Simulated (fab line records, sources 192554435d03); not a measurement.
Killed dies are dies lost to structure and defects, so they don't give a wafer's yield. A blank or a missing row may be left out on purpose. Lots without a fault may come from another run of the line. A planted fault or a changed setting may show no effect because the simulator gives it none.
Chamber matching | flow n5_finfet | N5_BEOL_M10_ILD_DEP_00 on pecvd-02: 3 sister chambers
The step deposits SiCOH lowk from DEMS/porogen, target thk 308.51 nm, time 58 s. 6 wafers are shown with their chamber, then 7 later ones without.

WAFERS WITH THEIR CHAMBER
wafer  | chamber | throttle_valve_pct (%) | heater_power_w (W)
L087.2 | 0       | 14.5                   | 477
L088.4 | 1       | 12.7                   | 415
L088.5 | 0       | 14.6                   | 481
L088.6 | 2       | 13.3                   | 435
L089.1 | 2       | 13.3                   | 425
L089.3 | 1       | 12.9                   | 391

WAFERS WITHOUT THEIR CHAMBER
wafer  | throttle_valve_pct (%) | heater_power_w (W)
L089.4 | 13.4                   | 424
L086.2 | 14.3                   | 483
L086.4 | 14.6                   | 477
L086.5 | 12.9                   | 347
L094.1 | 12.7                   | 349
L094.2 | 14.5                   | 428
L094.6 | 13.2                   | 452

WHICH CHAMBER EACH WENT THROUGH
wafer  | from the rows above | in truth
L089.4 | 2                   | 2
L086.2 | 0                   | 0
L086.4 | 0                   | 0
L086.5 | 1                   | 1
L094.1 | 1                   | 1
L094.2 | 0                   | 0
L094.6 | 2                   | 2
Placed correctly: 7 of 7. Can't be placed from these rows: 0. Placed wrongly: 0.
How it was worked out, from the rows above alone: a wafer's distance from a chamber is the root of the sum, over the readings, of the square of ((its reading less the chamber's mean) divided by the reading's scatter). The wafer belongs to the nearest chamber; if the next one is less than 2 further off, it can't be placed. A chamber's mean is the mean of its shown wafers. The scatter: the root of (the sum of the squares of (reading less its chamber's mean) over the shown wafers, divided by (wafers less chambers)).
